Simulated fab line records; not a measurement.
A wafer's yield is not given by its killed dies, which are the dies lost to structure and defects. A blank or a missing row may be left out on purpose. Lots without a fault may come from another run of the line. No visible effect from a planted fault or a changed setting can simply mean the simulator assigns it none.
8D (eight disciplines) problem report, filled in by code / flow n5 finfet / the parts of the form that need people (team, actions taken, sign-off) are left out
Where a reading is given only as a bound, like >300, the bound stands for it, and a mean or a difference that rests on one is marked > or <: the true number lies beyond.

1. THE ISSUE
At N5_BEOL_M0_SAQP_INSPECT_42, raw defect count averages 1337 over 6 wafers from 2 lots, while fault-free wafers read 278, standard deviation 66. That is +16 standard deviations from the usual mean.
The step: inspects for defects (brightfield).
First observed at day 8 08:55: wafer L270.1, on defect inspect-01. Wafers with a number at this step in the record: 26, from 9 lots. The rule behind "out" and "out of limits": a value lying over 4 standard deviations away from the usual mean. The rest of the wafers with a number are treated as sound.

2. WHAT IT IS AND WHAT IT IS NOT
question=which readings at this step | is=raw defect count | is not=-
question=which lots | is=L270, L271 | is not=L259, L265, L272, L274, L275, L277, L281
question=which wafers of those lots | is=all that have a number | is not=-
question=read on which gauges | is=defect inspect-01 | is not=defect inspect-02
question=when | is=from day 8 08:55 | is not=up to then (5 sound wafers); but 15 sound wafers of L272, L274, L275, L277, L281 came after

3. THE SUSPECTS, EACH WITH WHAT RULES IT OUT
Counting: a tool stays on the suspect list if, at a process step up to the reading, it processed all lots that are out and no sound lot following the first of them.
- the gauge at N5_BEOL_M0_SAQP_INSPECT_42: kept. All the wafers that are out were read on defect inspect-01, and no step on other tools shows them out.
- ald sin-04 at N5_BEOL_M0_SAQP_SPACER1_ALD_98 (deposits SiO2, target thk 12.8 nm, pulse time 1 s, purge time 2 s): kept. It processed each lot that is out, first L270 at day 8 06:04, and no sound lot thereafter; up to then, the last sound lot it processed was L265 at day 7 03:32.
Left after counting: ald sin-04 at N5_BEOL_M0_SAQP_SPACER1_ALD_98, defect inspect-01 at N5_BEOL_M0_SAQP_INSPECT_42.

4. THE CAUSE (what the simulator had put in)
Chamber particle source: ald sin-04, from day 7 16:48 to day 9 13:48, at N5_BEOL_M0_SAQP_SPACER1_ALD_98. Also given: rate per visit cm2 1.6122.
This tool is one of the 2 suspects left after counting.

5. THE EFFECT CHAIN, in route order
Each row: a reading whose mean over the struck wafers that have a number lies more than 3 standard deviations from the usual. Scope: only readings with a usual standard deviation given in the record; hours: median across lots of the time from each lot's start at the first step in this table that gives one to its start at this step; sigmas: change in usual standard deviations.
hours=0; step=N5_BEOL_M0_SAQP_INSPECT_42; reading=raw defect count; usual=278; on struck wafers=1337; change=+1059; sigmas=+16
hours=2; step=N5_BEOL_M0_CUTY_INSPECT_59; reading=raw defect count; usual=2.0; on struck wafers=>300; change=>+298; sigmas=+99 or more
hours=170; step=N5_PASSIVATION_PROBE_49; reading=defect limited yield; usual=91.3 %; on struck wafers=85.5; change=-5.8; sigmas=-4.1
hours=170; step=N5_PASSIVATION_PROBE_49; reading=killed_at_M0_to_M3; usual=33; on struck wafers=112; change=+79; sigmas=+8.0
hours=170; step=N5_PASSIVATION_PROBE_49; reading=killed dies; usual=103; on struck wafers=171; change=+68; sigmas=+4.0
hours=170; step=N5_PASSIVATION_PROBE_49; reading=killed on rim; usual=13; on struck wafers=27; change=+14; sigmas=+3.5
hours=170; step=N5_PASSIVATION_PROBE_49; reading=sort_bin_5_function; usual=5.1 %; on struck wafers=8.6; change=+3.5; sigmas=+3.6
hours=170; step=N5_PASSIVATION_PROBE_49; reading=sort n pass; usual=1077; on struck wafers=1009; change=-68; sigmas=-4.0
hours=170; step=N5_PASSIVATION_PROBE_49; reading=sort yield pct; usual=91.3 %; on struck wafers=85.5; change=-5.8; sigmas=-3.9
The process steps in it:
- N5_PASSIVATION_PROBE_49
Later steps that measure or inspect, where all struck wafers having a row at the step show a number for every such reading and not one has moved that far: N5_BEOL_M4_RC_MEAS_101.

6. WHAT WOULD HAVE CAUGHT IT SOONER
In this record the first reading out of limits at a measuring or inspecting step was taken at day 8 08:55, 16 hours after the fault began at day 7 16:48.
An alarm limit of 4 standard deviations would not have fired on the tool readings at N5_BEOL_M0_SAQP_SPACER1_ALD_98 for which the record gives a usual standard deviation, since none of them was out on any struck wafer.
Of the lots that are out (2), L271 began N5_BEOL_M0_SAQP_SPACER1_ALD_98 on ald sin-04 after day 8 08:55. A hold on the tool at that time would have spared it.
